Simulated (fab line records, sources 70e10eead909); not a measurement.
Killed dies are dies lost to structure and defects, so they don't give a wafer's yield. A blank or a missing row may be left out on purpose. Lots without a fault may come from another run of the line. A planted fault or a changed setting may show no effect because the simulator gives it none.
fab line records | flow nand_harc
record lots=24 wafers=72 last_day=33
route steps=1302 shown A_DECK1_JOINT@530 A_ONON_D2@546 A_CHANNEL_HOLE_D2@571 A_CHANNEL_FILL_D2@616
lots that met no fault: from a run of the same line without faults
start_h: hours from the record's first day to the start of the lot's first wafer shown | wait_h: hours since the lot's step before | " the same as in the row above | L1.1+2: a row that stands for several wafers | - no value, or no start given | * or withheld: withheld | < > ~ a bound
route shown NAME@n: a module of which the file shows steps, and the number in the route of the first | usual: mean/standard deviation of fault-free wafers | same: alike in all rows | chamber/n: place in a boat | sites: the reading at each site | _std_site: their standard deviation | _edge_site: outer sites' mean less inner sites' | radius_mm: how far each site lies from the wafer's centre | mask NAME#n: copy n | behind: the tool/chamber that last shaped the wafer | hold: why the lot was held/for how many hours/how that ended | device: the transistor (n, p or np) that didn't switch | end of line: the same wafers' tests at the end of the route | a step without rows: its recipe alone | killed: dies lost to structure and defects at the first sort, not the wafer's yield | map: a wafer's dies, x killed, . not, _ none there
set.NAME: the setting as run; set.NAME@STEP: as run at that earlier step | model.NAME: the simulator's own value behind a step, which no gauge read
steps of the route over a sample of lots; a table a step, a row a wafer
services: from which hour (start_h, from the record's first day; less than 0 if before it) a tool's chamber was out of use, for how many hours, and why
## steps
# step NHARC_A_DECK1_JOINT_ETCHBACK_00
# recipe target_depth_a=300 time_s=17.4 hbr_flow_sccm=150 rf_w=350 icp_w=350 bias_w=60 chemistry=HBr
# usual drypump_motor_current_A=5.9/0.5 oes_product_au=1.001/0.0088 throttle_valve_pct=23.266/0.0077
# columns lot.wafer tool chamber start_h wait_h drypump_motor_current_A oes_product_au rf_hours_counter_h throttle_valve_pct
L074.4 rie_si-02 2 236.53 0.1 6.4 0.992 0.9 23.253
L074.2 " 3 " " 5.5 1.003 0.7 23.256
L074.1 " 1 " " 6.1 1.002 0.9 23.262
L075.2 rie_si-01 2 253.41 0.1 5.0 1.004 0.3 23.271
L075.6 " 0 " " 6.3 1.006 - 23.260
L075.5 " 1 " " 5.5 1.021 - 23.257
L076.1 rie_si-05 2 267.94 0.1 5.7 0.994 0.9 23.285
L076.2 " 0 " " 6.7 1.007 0.9 23.266
L076.5 " 2 " " 5.7 0.997 - 23.265
L077.3 rie_si-01 0 276.15 0.1 6.4 0.998 0.5 23.267
L077.2 " 1 " " 5.5 1.022 0.4 23.262
L077.6 " 3 " " 6.2 1.011 - 23.265
L078.3 rie_si-05 2 287.80 0.1 5.7 1.010 1.0 23.261
L078.1 " 1 " " 5.8 0.988 0.9 23.264
L078.5 " 2 " " 5.7 1.008 - 23.262
L079.2 rie_si-05 1 298.71 0.1 5.8 0.986 1.0 23.261
L079.5 " 0 " " 6.7 0.987 - 23.285
L079.6 " 1 " " 5.8 0.988 - 23.260
L080.1 rie_si-02 1 307.82 0.1 6.1 0.999 0.2 23.272
L080.3 " 2 " " 6.4 0.995 0.2 23.252
L080.5 " 3 " " 5.5 0.985 - 23.261
L081.4 rie_si-02 2 324.26 0.1 6.4 1.002 0.3 23.271
L081.3 " 0 " " 5.2 1.012 0.2 23.270
L081.6 " 2 " " 6.4 1.006 - 23.261
L082.1 rie_si-01 1 324.28 0.1 5.5 1.001 0.8 23.269
L082.4 " 2 " " 5.0 1.006 0.8 23.269
L082.6 " 0 " " 6.4 1.005 - 23.263
L083.2 rie_si-01 0 346.25 0.1 6.4 0.993 1.2 23.271
L083.4 " 2 " " 5.0 0.994 0.8 23.273
L083.6 " 1 " " 5.5 1.013 - 23.259
L084.2 rie_si-02 3 356.84 0.1 5.5 1.008 0.4 23.269
L084.3 " 2 " " 6.4 0.993 0.4 23.263
L084.5 " 3 " " 5.5 0.997 - 23.254
L085.1 rie_si-01 2 356.84 0.1 5.0 1.002 0.9 23.263
L085.3 " 3 " " 6.1 0.989 1.2 23.276
L085.2 " 1 " " 5.5 1.011 1.0 23.263
L086.3 rie_si-05 3 370.40 0.1 5.9 1.000 0.5 23.256
L086.6 " 2 " " 5.8 0.994 - 23.270
L086.5 " 3 " " 6.0 0.998 - 23.268
L087.2 rie_si-05 0 391.61 0.1 6.7 1.004 0.5 23.251
L087.1 " 2 " " 5.7 1.007 0.6 23.257
L087.6 " 0 " " 6.7 0.995 - 23.259
L088.4 rie_si-01 1 391.65 0.1 5.5 0.995 0.1 23.275
L088.5 " 0 " " 6.3 1.025 - 23.269
L088.6 " 1 " " 5.5 0.994 - 23.256
L090.3 rie_si-05 3 403.33 0.1 6.0 0.999 0.7 23.265
L090.1 " 2 " " 5.7 1.000 0.6 23.265
L090.5 " 3 " " 6.0 0.994 - 23.246
L089.3 rie_si-01 1 403.35 0.1 5.4 1.000 0.2 23.266
L089.1 " 3 " " 6.1 1.013 0.1 23.266
L089.6 " 1 " " 5.5 1.001 - 23.282
L091.4 rie_si-02 0 416.65 0.1 5.2 1.010 0.8 23.275
L091.3 " 1 " " 6.1 1.006 0.8 23.264
L091.6 " 0 " " 5.2 1.020 - 23.271
L093.2 rie_si-02 1 428.01 0.1 6.1 1.003 0.9 23.257
L093.1 " 2 " " 6.5 0.998 0.8 23.267
L093.3 " 0 " " 5.2 1.001 0.9 23.277
L092.1 rie_si-01 3 428.01 0.1 6.1 1.004 0.3 23.258
L092.3 " 0 " " 6.4 1.009 0.3 23.273
L092.2 " 2 " " 5.0 1.007 0.4 23.257
L094.4 rie_si-01 1 443.50 0.1 5.5 0.991 0.5 23.269
L094.1 " 2 " " 5.0 1.009 0.4 23.272
L094.2 " 3 " " 6.2 1.009 0.4 23.269
L095.3 rie_si-02 1 452.46 0.1 6.1 0.983 1.0 23.263
L095.2 " 3 " " 5.4 1.000 1.0 23.280
L095.6 " 2 " " 6.4 0.992 - 23.260
L096.1 rie_si-01 0 469.02 0.1 6.3 1.012 0.6 23.273
L096.2 " 2 " " 5.0 1.012 0.6 23.254
L096.6 " 3 " " 6.1 1.015 - 23.264
L097.3 rie_si-01 2 472.89 0.1 5.0 1.002 0.6 23.266
L097.2 " 0 " " 6.4 1.009 0.6 23.251
L097.6 " 3 " " 6.1 1.016 - 23.267
# step NHARC_A_ONON_D2_THK_MEAS_02
# recipe thk_meas_gauge=ellipsometry
# usual thk_nm=997/7.3
# columns lot.wafer tool chamber start_h wait_h thk_nm
L074.1 film_metro-02 - 260.64 - 1009
L074.2 " - " " 1009
L074.4 " - " " 1008
L075.2 film_metro-02 - 279.16 - 996
L075.5 " - " " 996
L075.6 " - " " 994
L076.1 film_metro-01 - 293.10 - 1009
L076.2 " - " " 1010
L076.5 " - " " 1009
L077.2 film_metro-01 - 298.28 - 991
L077.3 " - " " 991
L077.6 " - " " 993
L078.1 film_metro-02 - 310.72 - 1003
L078.3 " - " " 1003
L078.5 " - " " 1003
L079.2 film_metro-02 - 325.95 - 994
L079.5 " - " " 993
L079.6 " - " " 994
L080.1 film_metro-02 - 339.04 - 1003
L080.3 " - " " 1003
L080.5 " - " " 1001
L081.3 film_metro-01 - 348.59 - 989
L081.4 " - " " 989
L081.6 " - " " 987
L082.1 film_metro-02 - 348.63 - 1001
L082.4 " - " " 1002
L082.6 " - " " 1002
L083.2 film_metro-01 - 371.18 - 995
L083.4 " - " " 997
L083.6 " - " " 994
L084.2 film_metro-01 - 381.49 - 997
L084.3 " - " " 998
L084.5 " - " " 996
L085.1 film_metro-01 - 381.58 - 1008
L085.2 " - " " 1008
L085.3 " - " " 1008
L086.3 film_metro-02 - 398.08 - 986
L086.5 " - " " 987
L086.6 " - " " 986
L088.4 film_metro-02 - 417.11 - 998
L088.5 " - " " 998
L088.6 " - " " 999
L087.1 film_metro-01 - 417.12 - 979
L087.2 " - " " 981
L087.6 " - " " 981
L090.1 film_metro-01 - 428.64 - 1009
L090.3 " - " " 1007
L090.5 " - " " 1007
L089.1 film_metro-02 - 428.90 - 998
L089.3 " - " " 998
L089.6 " - " " 998
L091.3 film_metro-02 - 444.01 - 997
L091.4 " - " " 997
L091.6 " - " " 998
L093.1 film_metro-02 - 456.58 - 990
L093.2 " - " " 991
L093.3 " - " " 990
L092.1 film_metro-02 - 456.92 - 990
L092.2 " - " " 989
L092.3 " - " " 989
L094.1 film_metro-02 - 467.67 - 995
L094.2 " - " " 998
L094.4 " - " " 995
L095.2 film_metro-02 - 474.77 - 990
L095.3 " - " " 990
L095.6 " - " " 991
L096.1 film_metro-02 - 498.79 - 994
L096.2 " - " " 992
L096.6 " - " " 993
L097.2 film_metro-01 - 498.93 - 996
L097.3 " - " " 998
L097.6 " - " " 998
# step NHARC_A_ONON_D2_INSPECT_32
# usual raw_defect_count=426/170
# columns lot.wafer tool chamber start_h wait_h raw_defect_count
L074.1 defect_inspect-02 - 274.80 0.0 231
L074.2 " - " " 462
L074.4 " - " " 424
L075.2 defect_inspect-01 - 292.44 0.0 278
L075.5 " - " " 487
L075.6 " - " " 305
L076.1 defect_inspect-02 - 305.89 0.0 272
L076.2 " - " " 325
L076.5 " - " " 351
L077.2 defect_inspect-02 - 311.75 0.0 390
L077.3 " - " " 546
L077.6 " - " " 442
L078.1 defect_inspect-01 - 324.93 0.0 362
L078.3 " - " " 444
L078.5 " - " " 1007
L079.2 defect_inspect-02 - 339.26 0.0 487
L079.5 " - " " 556
L079.6 " - " " 373
L080.1 defect_inspect-02 - 351.55 0.0 404
L080.3 " - " " 389
L080.5 " - " " 221
L081.3 defect_inspect-01 - 360.98 0.0 259
L081.4 " - " " 254
L081.6 " - " " 247
L082.1 defect_inspect-02 - 361.00 0.0 498
L082.4 " - " " 250
L082.6 " - " " 345
L083.2 defect_inspect-02 - 387.49 0.0 207
L083.4 " - " " 441
L083.6 " - " " 306
L085.1 defect_inspect-01 - 395.18 0.0 349
L085.2 " - " " 348
L085.3 " - " " 255
L084.2 defect_inspect-02 - 395.19 0.0 300
L084.3 " - " " 338
L084.5 " - " " 455
L086.3 defect_inspect-01 - 411.11 0.0 298
L086.5 " - " " 399
L086.6 " - " " 378
L088.4 defect_inspect-01 - 429.65 0.0 314
L088.5 " - " " 820
L088.6 " - " " 525
L087.1 defect_inspect-02 - 429.67 0.0 301
L087.2 " - " " 314
L087.6 " - " " 221
L089.1 defect_inspect-02 - 441.56 0.0 235
L089.3 " - " " 513
L089.6 " - " " 305
L090.1 defect_inspect-01 - 441.57 0.0 239
L090.3 " - " " 532
L090.5 " - " " 314
L091.3 defect_inspect-02 - 457.11 0.0 564
L091.4 " - " " 477
L091.6 " - " " 425
L093.1 defect_inspect-01 - 469.15 0.0 629
L093.2 " - " " 629
L093.3 " - " " 732
L092.1 defect_inspect-02 - 469.15 0.0 416
L092.2 " - " " 519
L092.3 " - " " 209
L094.1 defect_inspect-01 - 480.28 0.0 897
L094.2 " - " " 933
L094.4 " - " " 760
L095.2 defect_inspect-01 - 487.61 0.0 366
L095.3 " - " " 257
L095.6 " - " " 382
L096.1 defect_inspect-01 - 511.29 0.0 459
L096.2 " - " " 684
L096.6 " - " " 481
L097.2 defect_inspect-01 - 511.57 0.0 308
L097.3 " - " " 399
L097.6 " - " " 325
# step NHARC_A_CHANNEL_HOLE_D2_DEP_01
# recipe target_thk_a=1400 target_thk_nm=140 temp_c=400 pressure_torr=3.5 flow_sccm=200 rf_w=350 material=SiON
# usual heater_power_w=773/130
# columns lot.wafer tool chamber start_h wait_h heater_power_w
L074.1 pecvd-02 2 276.93 1.6 571
L074.2 " 0 " " 746
L074.4 " 1 " " 961
L075.2 pecvd-02 0 294.42 1.3 744
L075.5 " 0 " " 745
L075.6 " 1 " " 946
L076.1 pecvd-02 1 311.98 1.7 950
L076.2 " 2 " " 642
L076.5 " 1 " " 999
L077.3 pecvd-02 2 319.98 1.0 605
L077.2 " 0 " " 668
L077.6 " 1 " " 980
L078.3 pecvd-02 2 328.20 1.0 608
L078.1 " 1 " " 965
L078.5 " 1 " " 972
L079.2 pecvd-01 2 342.82 1.3 943
L079.5 " 0 " " 918
L079.6 " 1 " " 739
L080.1 pecvd-01 1 354.64 1.6 707
L080.3 " 2 " " 841
L080.5 " 2 " " 821
L081.3 pecvd-04 2 364.99 1.0 714
L081.4 " 0 " " 763
L081.6 " 1 " " 597
L082.1 pecvd-02 1 366.45 1.6 1008
L082.6 " 1 " " 1041
L082.4 " 2 " " 594
L083.2 pecvd-01 1 389.48 1.3 672
L083.4 " 1 " " 636
L083.6 " 2 " " 802
L085.3 pecvd-01 0 398.34 1.0 1027
L085.1 " 1 " " 764
L085.2 " 2 " " 960
L084.2 pecvd-02 0 398.67 1.3 750
L084.3 " 1 " " 955
L084.5 " 1 " " 987
L086.3 pecvd-04 1 413.09 1.0 629
L086.5 " 1 " " 616
L086.6 " 0 " " 792
L087.2 pecvd-04 1 442.33 1.3 712
L087.1 " 0 " " 820
L087.6 " 0 " " 800
L088.6 pecvd-02 0 442.37 0.1 725
L088.4 " 1 " " 945
L088.5 " 2 " " 597
L089.3 pecvd-02 2 446.69 1.0 584
L089.1 " 0 " " 643
L089.6 " 2 " " 588
L090.3 pecvd-04 1 446.74 1.0 751
L090.1 " 2 " " 768
L090.5 " 1 " " 602
L091.3 pecvd-01 2 461.71 1.0 860
L091.6 " 0 " " 1003
L091.4 " 1 " " 785
L092.3 pecvd-04 1 471.34 1.0 670
L092.2 " 2 " " 723
L092.1 " 0 " " 742
L093.2 pecvd-01 2 472.25 1.3 869
L093.3 " 0 " " 874
L093.1 " 1 " " 786
L094.1 pecvd-01 2 483.48 1.6 823
L094.2 " 0 " " 1020
L094.4 " 0 " " 1044
L095.2 pecvd-04 2 491.63 1.3 763
L095.3 " 1 " " 762
L095.6 " 2 " " 780
L096.1 pecvd-04 0 513.32 1.7 625
L096.2 " 1 " " 686
L096.6 " 1 " " 678
L097.2 pecvd-04 2 513.58 1.3 718
L097.3 " 1 " " 710
L097.6 " 1 " " 729
# step NHARC_A_CHANNEL_HOLE_D2_ETCH_44
# recipe target_depth_a=1400 overetch_a=140 time_s=77 ion_energy_ev=100 cf4_flow_sccm=80 o2_flow_sccm=20 ar_flow_sccm=0 rf_w=300 bias_w=100 chemistry=CF4/O2
# usual drypump_motor_current_A=5.9/0.5 oes_product_au=1.005/0.013 rf_vpp_V=197.9/1.3 showerhead_plenum_p_Torr=1.34/0.053 throttle_valve_pct=13.397/0.0094
# columns lot.wafer tool chamber start_h wait_h drypump_motor_current_A oes_product_au rf_hours_counter_h rf_vpp_V showerhead_plenum_p_Torr throttle_valve_pct
L074.2 rie_diel-13 3 283.82 0.1 6.7 1.012 5.4 198.8 1.34 13.417
L074.1 " 1 " " 5.8 1.019 5.9 197.6 1.36 13.400
L074.4 " 1 " " 5.8 1.018 - 196.8 1.36 13.395
L075.2 rie_diel-13 2 301.34 0.1 5.8 1.001 5.8 196.6 1.27 13.393
L075.5 " 2 " " 5.8 1.008 - 197.7 1.27 13.416
L075.6 " 3 " " 6.7 1.015 - 198.2 1.34 13.396
L076.1 rie_diel-13 3 318.62 0.1 6.8 1.015 7.3 198.1 1.34 13.408
L076.2 " 1 " " 5.8 1.010 8.3 197.6 1.36 13.403
L076.5 " 3 " " 6.8 1.012 - 198.6 1.34 13.407
L077.3 rie_diel-07 0 326.77 0.1 6.0 0.987 1.9 196.5 1.29 13.394
L077.2 " 2 " " 5.2 0.998 2.1 197.1 1.33 13.391
L077.6 " 0 " " 6.0 0.969 - 196.1 1.29 13.391
L078.1 rie_diel-13 0 335.41 0.1 5.5 1.003 8.7 198.3 1.34 13.380
L078.3 " 1 " " 5.8 1.029 9.0 198.5 1.35 13.396
L078.5 " 3 " " 6.8 1.016 - 198.3 1.34 13.412
L079.2 rie_diel-07 3 349.63 0.1 5.7 0.992 3.4 195.9 1.26 13.393
L079.5 " 3 " " 5.7 0.992 - 195.4 1.26 13.388
L079.6 " 0 " " 6.0 0.976 - 197.2 1.29 13.407
L080.1 rie_diel-07 3 361.45 0.1 5.7 0.991 3.7 198.2 1.26 13.403
L080.3 " 0 " " 6.0 0.980 3.3 198.2 1.29 13.398
L080.5 " 0 " " 6.0 0.984 - 197.2 1.29 13.398
L081.4 rie_diel-07 0 372.22 0.1 5.9 0.990 4.2 197.7 1.29 13.387
L081.3 " 2 " " 5.2 1.003 4.7 199.3 1.33 13.407
L081.6 " 1 " " 6.3 0.987 - 198.6 1.43 13.405
L082.1 rie_diel-13 3 375.66 0.1 6.7 1.012 1.4 198.2 1.34 13.392
L082.4 " 2 " " 5.8 1.018 - 197.4 1.27 13.398
L082.6 " 3 " " 6.8 1.011 - 197.3 1.34 13.406
L083.4 rie_diel-08 3 400.47 0.4 5.1 1.023 1.4 196.9 1.33 13.400
L083.2 " 0 " " 5.9 1.028 1.5 199.6 1.40 13.393
L083.6 " 0 " " 5.9 1.024 - 199.6 1.40 13.393
L085.2 rie_diel-13 1 405.15 0.0 5.8 1.016 3.6 199.2 1.35 13.411
L085.1 " 3 " " 6.8 1.023 2.8 198.9 1.34 13.386
L085.3 " 0 " " 5.5 1.018 2.7 198.0 1.34 13.387
L084.3 rie_diel-08 1 406.76 0.1 5.5 0.990 1.9 199.0 1.40 13.398
L084.2 " 3 " " 5.0 1.011 1.7 197.2 1.33 13.384
L084.5 " 0 " " 5.9 1.019 - 198.4 1.40 13.380
L086.3 rie_diel-07 2 419.82 0.1 5.2 1.003 7.4 197.5 1.33 13.380
L086.5 " 2 " " 5.2 1.008 - 197.8 1.33 13.407
L086.6 " 3 " " 5.7 0.995 - 197.7 1.26 13.393
L088.4 rie_diel-13 2 450.24 0.1 5.8 1.013 4.5 196.7 1.27 13.386
L088.6 " 0 " " 5.5 1.005 - 197.1 1.34 13.405
L088.5 " 1 " " 5.8 1.012 - 198.3 1.35 13.396
L087.1 rie_diel-08 3 451.08 0.1 5.0 1.009 5.1 198.4 1.33 13.392
L087.2 " 0 " " 5.9 1.020 4.9 197.7 1.40 13.399
L087.6 " 0 " " 5.9 1.014 - 199.9 1.40 13.405
L089.3 rie_diel-08 2 454.41 0.0 6.8 1.000 5.2 200.9 1.43 13.373
L089.1 " 0 " " 5.9 1.011 5.1 197.7 1.40 13.401
L089.6 " 2 " " 6.8 1.007 - 200.1 1.43 13.407
L090.1 rie_diel-13 2 455.28 0.1 5.8 1.015 4.6 194.7 1.27 13.379
L090.3 " 0 " " 5.5 1.008 5.0 198.8 1.34 13.387
L090.5 " 2 " " 5.8 1.022 - 196.1 1.27 13.396
L091.3 rie_diel-13 2 468.53 0.0 5.8 1.015 5.9 196.9 1.27 13.387
L091.4 " 3 " " 6.8 1.028 6.3 198.2 1.34 13.405
L091.6 " 2 " " 5.8 1.007 - 196.6 1.27 13.399
L092.1 rie_diel-13 2 478.05 0.1 5.8 1.011 6.7 195.9 1.27 13.390
L092.3 " 0 " " 5.5 1.021 7.7 198.0 1.34 13.404
L092.2 " 1 " " 5.8 1.016 8.0 198.3 1.35 13.399
L093.1 rie_diel-08 2 479.05 0.0 6.8 1.014 7.0 198.9 1.43 13.392
L093.3 " 3 " " 5.0 1.023 7.3 198.5 1.32 13.398
L093.2 " 0 " " 5.9 1.007 6.8 199.0 1.40 13.386
L094.1 rie_diel-13 2 490.22 0.1 5.8 1.001 7.3 196.2 1.27 13.396
L094.2 " 1 " " 5.8 1.006 8.6 198.0 1.35 13.405
L094.4 " 0 " " 5.5 0.998 - 199.1 1.34 13.402
L095.3 rie_diel-07 2 498.67 0.1 5.2 0.998 0.4 197.6 1.33 13.402
L095.2 " 3 " " 5.7 0.983 0.4 196.3 1.26 13.390
L095.6 " 2 " " 5.2 0.996 - 198.8 1.33 13.417
L096.2 rie_diel-08 2 520.21 0.1 6.8 1.000 8.5 198.8 1.43 13.401
L096.1 " 3 " " 5.1 1.010 8.7 196.4 1.32 13.382
L096.6 " 1 " " 5.5 0.991 - 198.5 1.39 13.410
L097.3 rie_diel-07 3 521.14 0.7 5.7 0.983 2.4 196.7 1.26 13.388
L097.2 " 0 " " 6.0 0.981 2.3 197.6 1.29 13.394
L097.6 " 1 " " 6.3 0.988 - 198.9 1.43 13.391
# step NHARC_A_CHANNEL_FILL_D2_ALD_16
# recipe target_thk_a=15 pulse_time_s=10 ald_cycles=15 temp_c=300 material=SiO2
# usual heater_power_w=465/39 precursor_pulse_height_rel=1.001/0.021
# columns lot.wafer tool chamber start_h wait_h heater_power_w precursor_pulse_height_rel
L074.2 ald_hk-02 3 297.36 0.1 390 1.035
L074.4 " 0 " " 458 0.987
L074.1 " 1 " " 537 0.981
L075.2 ald_hk-01 2 314.75 0.0 448 0.985
L075.6 " 2 " " 449 1.025
L075.5 " 3 " " 465 1.015
L076.1 ald_hk-02 1 332.67 0.0 536 1.034
L076.2 " 0 " " 461 1.013
L076.5 " 1 " " 519 1.033
L077.3 ald_hk-04 3 340.26 0.1 438 0.963
L077.2 " 0 " " 484 0.962
L077.6 " 2 " " 495 1.004
L078.3 ald_hk-02 2 350.08 0.1 476 0.991
L078.1 " 0 " " 461 1.030
L078.5 " 1 " " 523 0.965
L079.2 ald_hk-02 2 363.11 0.1 481 1.016
L079.6 " 3 " " 415 0.995
L079.5 " 0 " " 445 0.982
L080.3 ald_hk-02 3 376.82 0.1 422 1.012
L080.1 " 0 " " 442 1.027
L080.5 " 1 " " 515 1.025
L081.3 ald_hk-01 0 385.61 0.0 374 1.006
L081.4 " 2 " " 446 0.963
L081.6 " 1 " " 438 1.015
L082.1 ald_hk-01 2 389.15 0.0 441 0.990
L082.4 " 0 " " 391 0.963
L082.6 " 2 " " 433 0.982
L083.4 ald_hk-01 3 414.35 0.5 469 0.993
L083.2 " 0 " " 390 0.979
L083.6 " 2 " " 447 1.014
L085.2 ald_hk-02 3 418.53 0.0 413 0.985
L085.3 " 0 " " 455 0.947
L085.1 " 2 " " 477 1.028
L084.2 ald_hk-01 3 418.56 0.1 467 1.010
L084.3 " 0 " " 390 0.993
L084.5 " 2 " " 438 1.006
L086.3 ald_hk-01 3 433.40 0.1 469 0.983
L086.6 " 0 " " 378 0.986
L086.5 " 1 " " 448 0.996
L087.1 ald_hk-02 0 463.56 0.0 447 1.006
L087.2 " 3 " " 428 0.968
L087.6 " 0 " " 444 1.011
L088.4 ald_hk-04 3 463.64 0.1 448 0.997
L088.5 " 0 " " 503 0.982
L088.6 " 1 " " 494 1.003
L089.1 ald_hk-04 3 467.84 0.1 439 1.021
L089.3 " 1 " " 490 1.011
L089.6 " 3 " " 454 0.966
L090.3 ald_hk-04 0 468.03 0.3 507 1.022
L090.1 " 1 " " 492 1.028
L090.5 " 3 " " 448 1.004
L091.4 ald_hk-02 0 481.88 0.0 466 1.000
L091.3 " 1 " " 510 1.020
L091.6 " 1 " " 510 1.037
L093.3 ald_hk-04 1 491.33 0.0 490 0.992
L093.1 " 2 " " 512 1.037
L093.2 " 0 " " 497 0.994
L092.3 ald_hk-02 2 491.36 0.1 478 1.031
L092.2 " 3 " " 419 0.987
L092.1 " 0 " " 460 1.026
L094.2 ald_hk-02 2 503.68 0.0 477 0.967
L094.4 " 0 " " 456 0.998
L094.1 " 1 " " 515 1.016
L095.3 ald_hk-04 2 512.03 0.1 518 1.005
L095.2 " 3 " " 442 1.006
L095.6 " 1 " " 486 0.997
L096.2 ald_hk-01 0 533.60 0.0 382 0.968
L096.1 " 3 " " 458 1.050
L096.6 " 0 " " 382 1.011
L097.2 ald_hk-04 2 533.63 0.1 507 1.021
L097.3 " 0 " " 497 0.986
L097.6 " 1 " " 486 1.050
## services
# columns tool chamber start_h hours kind
rie_diel-13 0 216.19 6.8 repair
pecvd-02 - 227.05 13.0 pm
pecvd-01 1 227.25 32.9 repair
rie_diel-07 1 229.72 6.6 repair
pecvd-01 0 242.97 6.8 repair
pecvd-04 - 269.63 13.0 pm
rie_diel-13 0 283.41 4.2 repair
rie_diel-13 2 294.65 1.3 repair
rie_diel-13 2 308.50 5.5 repair
pecvd-04 0 323.30 14.9 repair
pecvd-04 - 340.79 1.3 repair
rie_diel-13 - 342.01 9.0 pm
ald_hk-02 - 350.31 10.0 pm
rie_si-01 - 370.00 9.0 pm
rie_diel-13 0 374.47 11.8 repair
pecvd-02 - 408.05 13.0 pm
rie_si-01 3 449.23 2.1 repair
pecvd-04 - 450.63 13.0 pm
rie_si-01 0 461.13 5.1 repair
rie_diel-13 3 487.95 12.3 repair
rie_diel-13 2 513.03 6.6 repair
rie_diel-13 - 519.01 9.0 pm
rie_si-01 3 521.24 10.9 repair
ald_hk-02 - 528.31 10.0 pm
## key
fault none
